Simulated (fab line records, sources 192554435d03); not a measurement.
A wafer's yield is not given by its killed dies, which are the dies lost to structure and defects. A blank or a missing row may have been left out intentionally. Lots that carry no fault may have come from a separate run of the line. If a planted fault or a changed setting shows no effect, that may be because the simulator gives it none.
fab line records | flow n5-finfet
[record] lots = 12 | wafers = 32 | last-day = 18
route steps=1938 shown BEOL_M11@1577 PASSIVATION@1936
lots that met no fault: from a run of the same line without faults
start-h: the number of hours between the record's first day and the start of the first shown wafer of the lot | wait-h: how many hours have passed since the lot's step before this one | " as in the row above | L1.1+2: several wafers, shown together as one row | - no value, or no start was given | * or withheld: withheld | < > ~ a bound
route shown NAME@n: a module of which the file shows steps, and the number in the route of the first | usual: average and standard deviation across the fault-free wafers | same: alike in all rows | chamber/n: place in a boat | sites: per-site readings | _std_site: how widely they spread, as a standard deviation | _edge_site: inner sites' mean taken away from outer sites' mean | radius-mm: how far each site lies from the wafer's centre | mask NAME#n: copy n | behind: the most recent tool/chamber to have shaped the wafer | hold: cause of the lot's hold/its duration in hours/its outcome | device: which transistor (n, p or np) failed to switch | end of line: the tests these same wafers got at the end of their route | a step given without rows: its recipe and nothing more | killed: at the first sort, the dies lost to defects and structure; wafer yield is something else | map: a wafer's dies, x killed, . not, _ none there
set.NAME: setting as actually run; set.NAME@STEP: the setting as run at that earlier step | model.NAME: the simulator's own value behind a step, which no gauge read
the route's steps for a sample of lots (tables are steps, rows are wafers)
services: from which hour (start-h, from the record's first day; less than 0 if before it) a tool's chamber was out of use, for how many hours, and why
[[steps]]
[step N5_BEOL_M11_STRIP_36]
[recipe] chemistry = N2/H2 | power-w = 450 | temp-c = 40 | pressure-mtorr = 20 | rf-frequency-hz = 6e+07 | overash-fraction = 0.3 | bias-power-w = 7 | h2-frac = 0.5 | n2-flow-sccm = 200 | h2-flow-sccm = 200
[usual] bias-power-w = 6.997/0.023 | drypump-motor-current-A = 5.5/0.37 | oes-product-au = 0.76/0.076 | rf-vpp-V = 58.9/2 | showerhead-plenum-p-Torr = 2.48/0.092 | throttle-valve-pct = 23.87/0.22
lot.wafer | tool        | chamber | start-h | wait-h | bias-power-w | drypump-motor-current-A | oes-product-au | rf-hours-counter-h | rf-vpp-V | showerhead-plenum-p-Torr | throttle-valve-pct
L808.3    | rie-diel-03 | 0       | 223.45  | 0.0    | 7.018        | 5.7                     | 0.75           | 146                | 57.3     | 2.35                     | 24.00
L808.4    | "           | 1       | "       | "      | 7.011        | 5.6                     | 0.72           | 204                | 58.7     | 2.53                     | 23.74
L808.5    | "           | 1       | "       | "      | 7.000        | 5.6                     | 0.74           | -                  | 59.2     | 2.53                     | 23.80
L810.4    | rie-diel-03 | 0       | 235.58  | 0.0    | 6.982        | 5.7                     | 0.76           | 150                | 57.5     | 2.35                     | 24.02
L810.5    | "           | 3       | "       | "      | 7.014        | 5.8                     | 0.72           | -                  | 56.5     | 2.43                     | 23.90
L810.6    | "           | 2       | "       | "      | 6.995        | 5.2                     | 0.71           | -                  | 59.5     | 2.63                     | 23.99
L811.2    | rie-diel-03 | 0       | 239.86  | 0.0    | 7.017        | 5.7                     | 0.76           | 152                | 56.1     | 2.34                     | 24.01
L811.3    | "           | 2       | "       | "      | 7.017        | 5.1                     | 0.70           | 195                | 64.1     | 2.63                     | 23.95
L812.2    | rie-diel-04 | 1       | 245.16  | 0.0    | 7.040        | 5.5                     | 0.92           | 22                 | 58.9     | 2.58                     | 24.21
L812.4    | "           | 3       | "       | "      | 7.003        | 4.9                     | 0.71           | 214                | 60.3     | 2.51                     | 23.65
L812.6    | "           | 1       | "       | "      | 7.006        | 5.5                     | 0.94           | -                  | 56.4     | 2.58                     | 24.15
L809.2    | rie-diel-04 | 0       | 248.05  | 0.0    | 6.999        | 6.0                     | 0.77           | 145                | 58.9     | 2.45                     | 23.76
L809.5    | "           | 1       | "       | "      | 6.998        | 5.5                     | 0.93           | -                  | 58.1     | 2.58                     | 24.16
L809.6    | "           | 0       | "       | "      | 7.020        | 6.0                     | 0.76           | -                  | 58.6     | 2.45                     | 23.79
L814.2    | rie-diel-03 | 1       | 266.90  | 0.0    | 6.960        | 5.5                     | 0.72           | 217                | 56.3     | 2.52                     | 23.77
L814.5    | "           | 0       | "       | "      | 6.979        | 5.7                     | 0.75           | -                  | 61.0     | 2.34                     | 24.03
L814.6    | "           | 1       | "       | "      | 6.996        | 5.6                     | 0.72           | -                  | 58.7     | 2.52                     | 23.76
L818.4    | rie-diel-04 | 3       | 301.47  | 0.0    | 7.008        | 4.9                     | 0.69           | 234                | 62.0     | 2.51                     | 23.70
L818.6    | "           | 0       | "       | "      | 6.976        | 6.0                     | 0.76           | -                  | 60.1     | 2.44                     | 23.83
L819.3    | rie-diel-03 | 0       | 309.64  | 0.0    | 7.007        | 5.7                     | 0.73           | 178                | 59.3     | 2.33                     | 24.04
L819.4    | "           | 3       | "       | "      | 6.986        | 5.7                     | 0.71           | 198                | 58.3     | 2.42                     | 23.89
L825.1    | rie-diel-04 | 2       | 334.96  | 0.0    | 7.012        | 4.8                     | 0.85           | 88                 | 56.9     | 2.46                     | 23.51
L825.3    | "           | 1       | "       | "      | 7.017        | 5.6                     | 0.87           | 59                 | 59.3     | 2.56                     | 24.22
L825.4    | "           | 3       | "       | "      | 7.010        | 4.9                     | 0.68           | 249                | 58.6     | 2.50                     | 23.70
L828.2    | rie-diel-03 | 0       | 352.24  | 0.0    | 7.060        | 5.7                     | 0.72           | 197                | 59.5     | 2.33                     | 24.05
L828.6    | "           | 0       | "       | "      | 7.027        | 5.7                     | 0.73           | -                  | 56.7     | 2.33                     | 24.02
L830.1    | rie-diel-04 | 1       | 371.70  | 0.0    | 6.971        | 5.5                     | 0.84           | 73                 | 62.4     | 2.56                     | 24.28
L830.3    | "           | 3       | "       | "      | 7.009        | 4.9                     | 0.98           | 4                  | 57.7     | 2.50                     | 23.48
L830.4    | "           | 2       | "       | "      | 7.023        | 4.8                     | 0.81           | 101                | 54.9     | 2.46                     | 23.50
L831.1    | rie-diel-04 | 2       | 384.68  | 0.0    | 6.969        | 4.8                     | 0.80           | 104                | 56.0     | 2.46                     | 23.51
L831.2    | "           | 3       | "       | "      | 6.979        | 4.9                     | 0.96           | 8                  | 60.8     | 2.49                     | 23.51
L831.5    | "           | 2       | "       | "      | 6.996        | 4.9                     | 0.82           | -                  | 59.2     | 2.46                     | 23.52
[step N5_BEOL_M11_CVD_75]
[recipe] material = Co | target-thk-a = 20 | temp-c = withheld | precursor = CCTBA/H2 | pressure-torr = 30 | time-s = 138.9
[usual] run-length-s = 161.4/0.54
lot.wafer | tool      | chamber | start-h | wait-h | run-length-s
L808.3    | cvd-co-02 | 1       | 225.09  | 0.1    | 162.0
L808.4    | "         | 0       | "       | "      | 160.2
L808.5    | "         | 2       | "       | "      | 161.6
L810.4    | cvd-co-02 | 2       | 237.00  | 0.1    | 161.1
L810.5    | "         | 1       | "       | "      | 162.6
L810.6    | "         | 0       | "       | "      | 160.5
L811.2    | cvd-co-01 | 2       | 241.61  | 0.3    | 161.6
L811.3    | "         | 1       | "       | "      | 161.7
L812.2    | cvd-co-01 | 0       | 248.89  | 0.4    | 160.7
L812.4    | "         | 0       | "       | "      | 161.2
L812.6    | "         | 1       | "       | "      | 161.7
L809.2    | cvd-co-01 | 0       | 250.57  | 0.1    | 161.4
L809.5    | "         | 0       | "       | "      | 160.6
L809.6    | "         | 2       | "       | "      | 161.3
L814.2    | cvd-co-01 | 2       | 268.19  | 0.0    | 161.9
L814.5    | "         | 0       | "       | "      | 161.4
L814.6    | "         | 2       | "       | "      | 161.3
L818.4    | cvd-co-01 | 2       | 303.52  | 0.1    | 114.3
L818.6    | "         | 1       | "       | "      | 114.4
L819.3    | cvd-co-01 | 2       | 311.14  | 0.0    | 161.6
L819.4    | "         | 1       | "       | "      | 113.9
L825.1    | cvd-co-02 | 1       | 337.85  | 0.0    | 161.8
L825.3    | "         | 2       | "       | "      | 161.0
L825.4    | "         | 0       | "       | "      | 160.7
L828.2    | cvd-co-02 | 0       | 353.80  | 0.3    | 160.9
L828.6    | "         | 2       | "       | "      | 160.9
L830.1    | cvd-co-01 | 1       | 374.64  | 0.3    | 161.3
L830.3    | "         | 2       | "       | "      | 161.3
L830.4    | "         | 2       | "       | "      | 161.8
L831.1    | cvd-co-01 | 0       | 385.99  | 0.1    | 160.7
L831.2    | "         | 1       | "       | "      | 161.3
L831.5    | "         | 1       | "       | "      | 162.0
[step N5_BEOL_M11_CMP_52]
[recipe] stop-on = SiCOH_lowk | t-overpolish-s = 7 | down-force-psi = 1 | platen-rpm = 50 | clearing-platen-down-force-psi = 1.5 | clearing-platen-rpm = 50 | post-cmp-clean = cu-alkaline | target-thk-nm = 140 | clearing-platen-pad-velocity-m-s = 0.99484 | pad-velocity-m-s = 0.99484
[usual] barrier-field-endpoint-s = 28.7/0.72 | motor-current-A = 6.1/0.69 | overpolish-run-s = 7.001/0.0096 | pad-life-wafers = 984/630 | time-to-endpoint-s = 66/3.1
lot.wafer | tool   | chamber | start-h | wait-h | barrier-field-endpoint-s | motor-current-A | overpolish-run-s | pad-life-wafers | time-to-endpoint-s
L808.4    | cmp-04 | 2       | 226.34  | 0.1    | 28.8                     | 6.5             | 6.992            | 1506            | 65
L808.3    | "      | 0       | "       | "      | 28.2                     | 5.7             | 7.001            | 1508            | 66
L808.5    | "      | 3       | "       | "      | 28.0                     | 6.4             | 6.985            | -               | 64
L810.4    | cmp-01 | 3       | 237.78  | 0.2    | 29.4                     | 5.5             | 7.017            | 1957            | 67
L810.6    | "      | 2       | "       | "      | 29.7                     | 6.5             | 7.009            | -               | 68
L810.5    | "      | 3       | "       | "      | 28.3                     | 5.5             | 7.003            | -               | 61
L811.3    | cmp-01 | 1       | 242.48  | 0.2    | 28.4                     | 4.7             | 7.007            | 1987            | 68
L811.2    | "      | 3       | "       | "      | 28.4                     | 5.5             | 7.004            | 1989            | 66
L812.2    | cmp-03 | 2       | 249.60  | 0.2    | 30.0                     | 6.6             | 6.991            | 930             | 71
L812.4    | "      | 0       | "       | "      | 29.0                     | 5.4             | 6.992            | 932             | 63
L812.6    | "      | 2       | "       | "      | 30.2                     | 6.6             | 7.013            | -               | 72
L809.2    | cmp-03 | 2       | 251.29  | 0.3    | 28.4                     | 6.6             | 7.005            | 943             | 62
L809.6    | "      | 1       | "       | "      | 27.7                     | 7.5             | 7.006            | -               | 59
L809.5    | "      | 2       | "       | "      | 28.8                     | 6.8             | 7.005            | -               | 65
L814.2    | cmp-03 | 0       | 269.33  | 0.3    | 29.1                     | 5.3             | 7.002            | 1089            | 66
L814.6    | "      | 1       | "       | "      | 28.6                     | 7.5             | 7.019            | -               | 67
L814.5    | "      | 2       | "       | "      | 28.8                     | 7.0             | 7.009            | -               | 70
L818.4    | cmp-04 | 3       | 304.26  | 0.2    | 29.0                     | 6.1             | 7.003            | 99              | 67
L818.6    | "      | 1       | "       | "      | 29.7                     | 6.0             | 6.999            | -               | 67
L819.3    | cmp-03 | 3       | 312.19  | 0.2    | 28.1                     | 5.2             | 7.011            | 1381            | 62
L819.4    | "      | 0       | "       | "      | 29.0                     | 5.2             | 6.989            | 1382            | 63
L825.1    | cmp-01 | 3       | 338.55  | 0.3    | 29.1                     | 5.8             | 7.001            | 630             | 65
L825.3    | "      | 1       | "       | "      | 29.3                     | 4.7             | 7.013            | 632             | 69
L825.4    | "      | 2       | "       | "      | 29.4                     | 6.7             | 7.011            | 633             | 65
L828.2    | cmp-04 | 1       | 354.73  | 0.2    | 27.7                     | 5.9             | 7.026            | 475             | 61
L828.6    | "      | 1       | "       | "      | 28.3                     | 5.7             | 6.991            | -               | 63
L830.4    | cmp-01 | 0       | 375.30  | 0.1    | 29.2                     | 6.4             | 7.000            | 948             | 68
L830.3    | "      | 2       | "       | "      | 28.9                     | 6.5             | 6.999            | 950             | 72
L830.1    | "      | 3       | "       | "      | 29.4                     | 5.8             | 7.000            | 951             | 71
L831.2    | cmp-03 | 0       | 386.76  | 0.2    | 29.4                     | 5.3             | 6.993            | 1969            | 71
L831.1    | "      | 1       | "       | "      | 30.0                     | 7.6             | 7.005            | 1970            | 70
L831.5    | "      | 0       | "       | "      | 30.2                     | 5.3             | 7.009            | -               | 70
[step N5_BEOL_M11_DEP_56]
[recipe] material = SiCN | target-thk-a = 300 | temp-c = withheld | precursor = 3MS/NH3 | pressure-torr = 3 | rf-w = 675 | time-s = 10.5
[usual] showerhead-plenum-p-Torr = 4.162/0.017 | throttle-valve-pct = 17.8/0.8
lot.wafer | tool     | chamber | start-h | wait-h | showerhead-plenum-p-Torr | throttle-valve-pct
L808.3    | pecvd-01 | 2       | 226.69  | 0.0    | 4.150                    | 17.4
L808.4    | "        | 0       | "       | "      | 4.142                    | 19.2
L808.5    | "        | 1       | "       | "      | 4.152                    | 18.3
L810.4    | pecvd-01 | 1       | 238.12  | 0.0    | 4.142                    | 18.4
L810.5    | "        | 2       | "       | "      | 4.157                    | 17.9
L810.6    | "        | 0       | "       | "      | 4.137                    | 19.0
L811.2    | pecvd-03 | 1       | 242.80  | 0.0    | 4.195                    | 17.1
L811.3    | "        | 0       | "       | "      | 4.149                    | 18.4
L812.2    | pecvd-03 | 1       | 249.95  | 0.0    | 4.199                    | 17.2
L812.4    | "        | 2       | "       | "      | 4.181                    | 16.6
L812.6    | "        | 0       | "       | "      | 4.156                    | 18.2
L809.2    | pecvd-03 | 2       | 251.61  | 0.0    | 4.177                    | 16.6
L809.5    | "        | 0       | "       | "      | 4.161                    | 18.3
L809.6    | "        | 2       | "       | "      | 4.186                    | 16.9
L814.2    | pecvd-01 | 0       | 269.58  | 0.0    | 4.153                    | 19.1
L814.5    | "        | 2       | "       | "      | 4.154                    | 17.9
L814.6    | "        | 0       | "       | "      | 4.144                    | 19.2
L818.4    | pecvd-02 | 0       | 304.51  | 0.0    | 4.139                    | 17.6
L818.6    | "        | 2       | "       | "      | 4.185                    | 17.8
L819.3    | pecvd-02 | 1       | 312.51  | 0.0    | 4.166                    | 16.6
L819.4    | "        | 1       | "       | "      | 4.166                    | 16.6
L825.1    | pecvd-02 | 0       | 338.90  | 0.0    | 4.146                    | 17.9
L825.3    | "        | 1       | "       | "      | 4.163                    | 16.3
L825.4    | "        | 0       | "       | "      | 4.143                    | 17.6
L828.2    | pecvd-02 | 0       | 355.07  | 0.0    | 4.150                    | 17.8
L828.6    | "        | 2       | "       | "      | 4.182                    | 17.7
L830.1    | pecvd-02 | 1       | 375.67  | 0.0    | 4.174                    | 16.4
L830.3    | "        | 1       | "       | "      | 4.173                    | 16.4
L830.4    | "        | 2       | "       | "      | 4.183                    | 17.8
L831.1    | pecvd-01 | 1       | 387.08  | 0.0    | 4.144                    | 18.5
L831.2    | "        | 0       | "       | "      | 4.144                    | 19.0
L831.5    | "        | 2       | "       | "      | 4.157                    | 18.1
[step N5_PASSIVATION_PROBE_49]
[usual] defect-limited-yield = 91.0/1.5 | killed_at_M0_to_M3 = 35/12 | killed_at_M4_up = 15/5.8 | killed-at-contacts = 14/7.2 | killed-at-front-end = 40/10 | killed-at-other = 3/3 | killed-dies = 106/18 | killed-open = 68/14 | killed-short = 35/7.2 | sort_bin_5_function = 5.2/0.96 | sort_bin_6_memory = 3.3/0.69 | sort-n-pass = 1074/18 | sort-yield-pct = 91.0/1.5
[same] gross-dies = 1180 | killed-at-back-side = 0 | sort_bin_4_leakage[%] = 0 | sort_bin_8_speed[%] = 0
lot.wafer | tool      | chamber | start-h | wait-h | defect-limited-yield[%] | killed_at_M0_to_M3 | killed_at_M4_up | killed-at-contacts | killed-at-front-end | killed-at-other | killed-dies | killed-open | killed-short | sort_bin_5_function[%] | sort_bin_6_memory[%] | sort-n-pass | sort-yield-pct[%]
L818.4    | prober-02 | -       | 336.39  | 0.2    | 93.5                    | 24                 | 11              | 9                  | 26                  | 7               | 77          | 50          | 25           | 3.7                    | 2.4                  | 1103        | 93.5
L819.3    | prober-02 | -       | 354.95  | 0.1    | 89.8                    | 30                 | 16              | 18                 | 54                  | 2               | 120         | 74          | 43           | 6.0                    | 3.9                  | 1060        | 89.8
L819.4    | prober-02 | -       | 355.00  | 0.2    | 91.5                    | 22                 | 7               | 33                 | 37                  | 1               | 100         | 68          | 25           | 5.0                    | 2.7                  | 1080        | 91.5
L825.4    | prober-02 | -       | 378.20  | 0.2    | 92.6                    | 43                 | 10              | 5                  | 25                  | 4               | 87          | 50          | 37           | 4.9                    | 2.3                  | 1093        | 92.6
// killed by level:class
L818.4 STI_FIN_REVEAL:geometric-particle:open=7 FIN_SAQP:geometric-particle:open=6 MOL_CONTACT_COAG:geometric-particle:open=5 BEOL_M0:geometric-particle:open=4 MOL_CONTACT_COAG:geometric-particle:short=3 BEOL_M0_SAQP:geometric-particle:short=3 BEOL_M1:geometric-particle:open=3 BEOL_M3:geometric-particle:open=3
L819.3 FIN_SAQP:geometric-particle:open=14 MOL_CONTACT_COAG:geometric-particle:open=13 STI_FIN_REVEAL:geometric-particle:open=10 BEOL_M0_SAQP:geometric-particle:short=8 FIN_SAQP:geometric-particle:short=6 STARTING-WAFER:geometric-particle:short=6 BEOL_M0_SAQP:geometric-particle:open=5 BEOL_M8:geometric-particle:open=5
L819.4 MOL_CONTACT_COAG:geometric-particle:open=25 FIN_SAQP:geometric-particle:open=13 MOL_CONTACT_COAG:geometric-particle:short=8 STI_FIN_REVEAL:geometric-particle:open=5 BEOL_M0_SAQP:geometric-particle:open=5 BEOL_M2:geometric-particle:open=5 HKMG_FIN:area-etch=4 DUMMY_GATE:geometric-particle:open=3
L825.4 FIN_SAQP:geometric-particle:short=11 BEOL_M3:geometric-particle:open=10 BEOL_M0_SAQP:geometric-particle:open=8 BEOL_M0_SAQP:geometric-particle:short=7 BEOL_M1:geometric-particle:open=7 MOL_CONTACT_COAG:geometric-particle:open=5 GATE_CUT:geometric-particle:short=4 BEOL_M0:geometric-particle:short=4
[[services]]
tool        | chamber | start-h | hours | kind
cvd-co-02   | -       | 225.47  | 2.8   | pm
cmp-01      | -       | 229.35  | 2.4   | repair
cmp-01      | -       | 254.12  | 4.0   | pm
pecvd-01    | -       | 255.84  | 5.9   | repair
cmp-03      | -       | 269.54  | 1.4   | repair
cmp-03      | -       | 270.96  | 7.4   | pm
cvd-co-02   | 2       | 273.88  | 8.6   | repair
cmp-04      | -       | 287.89  | 4.0   | pm
cmp-01      | -       | 289.24  | 5.8   | pm
cvd-co-02   | -       | 325.96  | 6.9   | pm
pecvd-03    | -       | 327.41  | 6.0   | pm
cvd-co-01   | 1       | 333.33  | -     | clean
cvd-co-01   | 1       | 333.33  | 22.0  | scheduled-down
cvd-co-01   | 1       | 333.33  | 22.0  | vent-cycle
rie-diel-04 | 3       | 337.03  | -     | clean
rie-diel-04 | 3       | 337.03  | -     | consumable-replace:focus-ring
cmp-04      | -       | 338.73  | 3.2   | repair
pecvd-03    | -       | 338.83  | 1.1   | repair
cmp-01      | -       | 342.73  | 0.2   | repair
pecvd-01    | -       | 372.09  | 0.5   | repair
pecvd-02    | 0       | 373.17  | 21.0  | repair
pecvd-03    | -       | 379.70  | 1.0   | repair
cvd-co-01   | 2       | 383.13  | 5.3   | repair
cmp-03      | -       | 384.34  | 1.0   | repair
[[key]]
[first-sign] step = N5_BEOL_M11_CVD_75 | reading = run-length-s | direction = down | sigmas = 87 | usual = * | struck = *
effect none on later readings
met-at N5_BEOL_M11_CVD_75
struck-lots L818,L819
struck-wafers L818.4,L818.6,L819.4
not-acting-at N5_BEOL_M11_STRIP_36,N5_BEOL_M11_CMP_52,N5_BEOL_M11_DEP_56
onset-between 268.19 303.52
[fault] kind = process-parameter-drift | tool = cvd-co-01 | chamber = - | onset-h = 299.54 | steps = N5_BEOL_M11_CVD_75 | channel = time-s | offset = * | shape = step | end-h = 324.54 | scope = struck-wafers-only | acts-in = * | stated = *
